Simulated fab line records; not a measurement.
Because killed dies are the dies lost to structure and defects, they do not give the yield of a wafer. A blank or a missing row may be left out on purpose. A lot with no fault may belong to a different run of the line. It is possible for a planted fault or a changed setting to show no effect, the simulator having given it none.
Struck lot and sound lot, side by side :: flow n5-finfet :: 15 out of 1938 route steps
Sound: these wafers, L397.1, L397.2, L397.4. Struck: wafer L409.4. (L409.1, L409.3 of the same lot were not struck and are left out.) The cause comes at the end.
At each step with rows: each side's tool, then ch and its chambers, then its first start. Under that, the readings that differ: sound wafers :: struck wafers :: difference of the means :: sigmas: that difference in standard deviations of wafers without a fault.
alike: words and numbers the same on both sides, and readings whose means are apart by under 2 such deviations; not compared: readings that were withheld, readings missing a value for some wafer, numbers with overlapping values and no deviation given by the record, and bounds like >300 which may hide the same value.
A row with sigmas, a row that says differs or no value, or rows on one side alone: a step with any of these is where the two part. Non-overlapping numbers with no deviation appear without sigmas and do not part them. A reading missing from all wafers of one side parts the sides only when that side holds two or more wafers.

first, 2 steps without rows for these wafers: N5_BEOL_M15_SPUTTER_45 (material Cu, target thk 100 nm, time 16.67 s); N5_BEOL_M15_ECD_47 (material Cu, target thk 1860 nm).
N5_BEOL_M15_ANNEAL_48: time 90 s.
  sound on rtp-anneal-01 ch 0, day 12 06:58; struck on rtp-anneal-02 ch 0, day 16 01:28
reading: wafer_temp_C_max
sound: 225.8 225.5 225.8
struck: 226.5
difference: +0.8
sigmas: +2
  alike: anneal-temp-c
N5_BEOL_M15_CMP_49: polishes, stops on SiO2, t overpolish 4.9 s, target thk 850 nm.
  sound on cmp-03 ch 0,2,3, day 12 07:19; struck on cmp-04 ch 1, day 16 01:49
  alike: barrier-field-endpoint-s, motor-current-A, overpolish-run-s, slurry-flow-ml-min
N5_BEOL_M15_THK_MEAS_50: measures by xrf.
  sound on film-metro-01 at day 12 07:34; struck on film-metro-02 at day 16 02:04
  alike: M15_THK
then, 2 steps without rows for these wafers: N5_BEOL_M15_PRE_CLEAN_52 (time 15 s); N5_BEOL_M15_DEP_53 (deposits SiCN from 3MS/NH3, target thk 50 nm, time 17.8 s).
N5_BEOL_M15_RS_MEAS_54: a four-point-probe measurement.
  sound on film-metro-02 at day 12 07:42; struck on film-metro-01 at day 16 02:11
  alike: M15_RS
N5_BEOL_M15_INSPECT_55: inspects for defects (darkfield).
  sound on defect-inspect-01 at day 12 07:44; struck on defect-inspect-02 at day 16 02:13
  alike: raw-defect-count
N5_BEOL_M15_RC_MEAS_101:
  sound on prober-01 ch 0, day 12 07:46; struck on prober-02 ch 0, day 16 02:14
reading: SERP_M10 (ohm/um)
sound: 3.28 3.27 3.16
struck: 2.98
difference: -0.26
sigmas: -3

reading: SERP_M11 (ohm/um)
sound: 3.18 3.11 3.17
struck: 2.96
difference: -0.19
sigmas: -2
  alike: COMB_M10, COMB_M11, COMB_M11_max_site, COMB_M12, COMB_M13, COMB_M13_max_site, COMB_M14, COMB_M15, COMB_M5, COMB_M6, COMB_M7, COMB_M8, COMB_M9, SERP_M12, SERP_M13, SERP_M14, SERP_M5, SERP_M6, SERP_M7, SERP_M8, SERP_M9
N5_PASSIVATION_PECVD_00: deposits SiO2 from SiH4/N2O, target thk 200 nm, time 11.2 s.
  sound on pecvd-04 ch 0,1,2, day 12 08:43; struck on pecvd-01 ch 2, day 16 03:13
  alike: heater-power-outer-w, heater-power-w, showerhead-plenum-p-Torr, throttle-valve-pct
N5_MIM_BOT_DEGAS_01: time 60 s.
  sound on pvd-sputter-03 at day 12 09:16; struck on pvd-sputter-03 at day 16 07:25
  alike: heater-power-w
N5_MIM_BOT_SPUTTER_00: material TiN, target thk 35 nm, time 89.7 s.
  sound on pvd-sputter-03 at day 12 09:19; struck on pvd-sputter-03 at day 16 07:27
reading: chamber-pressure-pa (Pa)
sound: 0.4999 0.5023 0.5009
struck: 0.5197
difference: +0.0187
sigmas: +17
  alike: throttle-valve-pct
N5_MIM_TOP_ALD_00: deposits Al2O3, purge time 3 s, co reactant pulse time 3 s.
  sound on ald-hk-02 ch 0,1,2, day 12 09:25; struck on ald-hk-02 ch 0, day 16 07:33
  alike: precursor-pulse-height-rel
N5_PASSIVATION_PROBE_49:
  record: rows for the struck wafers here (prober-02, day 16 19:14), none for the sound ones

## WHERE THEY PART
Earliest at N5_BEOL_M15_ANNEAL_48; latest, in this record, at N5_PASSIVATION_PROBE_49.

WHY: whatever the simulator had introduced
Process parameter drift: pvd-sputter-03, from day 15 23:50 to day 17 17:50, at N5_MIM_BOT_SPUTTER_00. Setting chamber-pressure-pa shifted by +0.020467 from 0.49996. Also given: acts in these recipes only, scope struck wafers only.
